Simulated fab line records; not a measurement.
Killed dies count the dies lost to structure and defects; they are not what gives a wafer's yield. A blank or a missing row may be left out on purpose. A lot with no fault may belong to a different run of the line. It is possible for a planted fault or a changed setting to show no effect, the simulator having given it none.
A lot that was struck, set against a sound lot	flow n5Finfet	16 steps out of a route of 1938
Sound: wafers L986.2, L986.3, L986.6. Struck: wafers L990.1, L990.3. (L990.5 of the same lot was not struck and is left out.) The cause comes at the end.
Per side, at each step with rows, come the tool, then ch with its chambers, and then its first start. Under that, the readings that differ: sound wafers	struck wafers	difference of the means	sigmas: that difference in standard deviations of wafers without a fault.
alike: same words and numbers on both sides, and readings whose means sit less than 2 such deviations apart. not compared: any withheld reading, any reading some wafer has no value for, any bound like >300 that may hide the same value, and any number with overlapping values for which the record gives no deviation.
Wherever a step has rows on one side only, a row that says differs or no value, or a row with sigmas, the two part there. When numbers do not overlap yet have no deviation, they are printed without sigmas and do not part them. Lack of a reading on every wafer of one side parts them only where that side has two or more wafers.

first, 8 steps without rows for these wafers: N5_BEOL_M4_COAT_62 (time 60 s, resist thk 12 nm); N5_BEOL_M4_COAT_73 (time 60 s, resist thk 5 nm); N5_BEOL_M4_COAT_05 (resist thk 30 nm); N5_BEOL_M4_EBR_07; N5_BEOL_M4_SOFTBAKE_06 (time 60 s); N5_BEOL_M4_EXPOSE_08 (exposes mask M4); N5_BEOL_M4_PEB_09 (peb time 60 s); N5_BEOL_M4_DEVELOP_10 (develop time 30 s).
N5_BEOL_M4_CD_MEAS_11: the cd target is 16.79 nm.
  sound on cdSem-01 ch 0, day 11 12:50; struck on cdSem-02 ch 0, day 12 08:17
  alike: cdNm
N5_BEOL_M4_OVL_MEAS_12:
  sound on overlay-02 ch 0, day 11 12:53; struck on overlay-01 ch 0, day 12 08:19
  alike: M4_OVL
N5_BEOL_M4_INSPECT_13: inspects for defects (brightfield).
  sound on defectInspect-02, day 11 12:56; struck on defectInspect-02, day 12 08:22
  alike: rawDefectCount
N5_BEOL_M4_DESCUM_16: chemistry O2, time 7 s.
  sound on rieDiel-04 ch 2,3, day 11 12:58; struck on rieDiel-04 ch 0,1, day 12 08:24
reading	sound	struck	difference	sigmas
showerheadPlenumPTorr (Torr)	2.03 2.00 2.00	2.16 2.16	+0.15	+2
  alike: drypumpMotorCurrentA, oesProductAu, rfVppV, throttleValvePct
  not compared: rfHoursCounterH
N5_BEOL_M4_ETCH_74: etches underlayer in N2/H2, target depth 6.5 nm, time 5.2 s.
  sound on rieDiel-04 ch 2,3, day 11 13:00; struck on rieDiel-04 ch 0,1, day 12 08:26
reading	sound	struck	difference	sigmas
etchRfOnTimeS (s)	5.20 5.26 5.29	3.28 3.48	-1.87	-16
oesProductAu (a.u.)	0.59 0.66 0.65	1.08 0.74	+0.28	+3
  alike: biasW, drypumpMotorCurrentA, rfVppV, showerheadPlenumPTorr, throttleValvePct
  not compared: rfHoursCounterH
N5_BEOL_M4_ETCH_63: etches SiARC in CF4, target depth 15.6 nm, time 26 s.
  sound on rieDiel-04 ch 2,3, day 11 13:01; struck on rieDiel-04 ch 0,1, day 12 08:27
  alike: biasW, drypumpMotorCurrentA, etchRfOnTimeS, oesProductAu, rfVppV, showerheadPlenumPTorr, throttleValvePct
  not compared: rfHoursCounterH
N5_BEOL_M4_RC_MEAS_101:
  sound on prober-01 ch 0, day 12 03:08; struck on prober-02 ch 0, day 12 18:11
  alike: DIBL_N, DIBL_P, IOFF_N, IOFF_P, ION_N, ION_P, SS_N, SS_P, VT_N, VT_P
-- here the record skips 4 days between the struck wafers' starts before and after, leaving off in module BEOL_M4 and picking up in module PASSIVATION (first step shown: number 1936 of the route) --
N5_PASSIVATION_PROBE_49:
  sound on prober-01, day 16 09:26; struck on prober-02, day 16 18:51
reading	sound	struck	difference	sigmas
killed_at_M4_up	10 16 21	27 30	+13	+2
killedAtOther	6 7 11	0 1	-8	-2
  alike: defectLimitedYield, killed_at_M0_to_M3, killedAtContacts, killedAtFrontEnd, killedDies, killedOpen, killedShort, sort_bin_5_function, sort_bin_6_memory, sort_bin_8_speed, sortNPass, sortYieldPct

WHERE THEY PART
First at N5_BEOL_M4_DESCUM_16; last, within this record, at N5_PASSIVATION_PROBE_49.

WHY: whatever the simulator had introduced
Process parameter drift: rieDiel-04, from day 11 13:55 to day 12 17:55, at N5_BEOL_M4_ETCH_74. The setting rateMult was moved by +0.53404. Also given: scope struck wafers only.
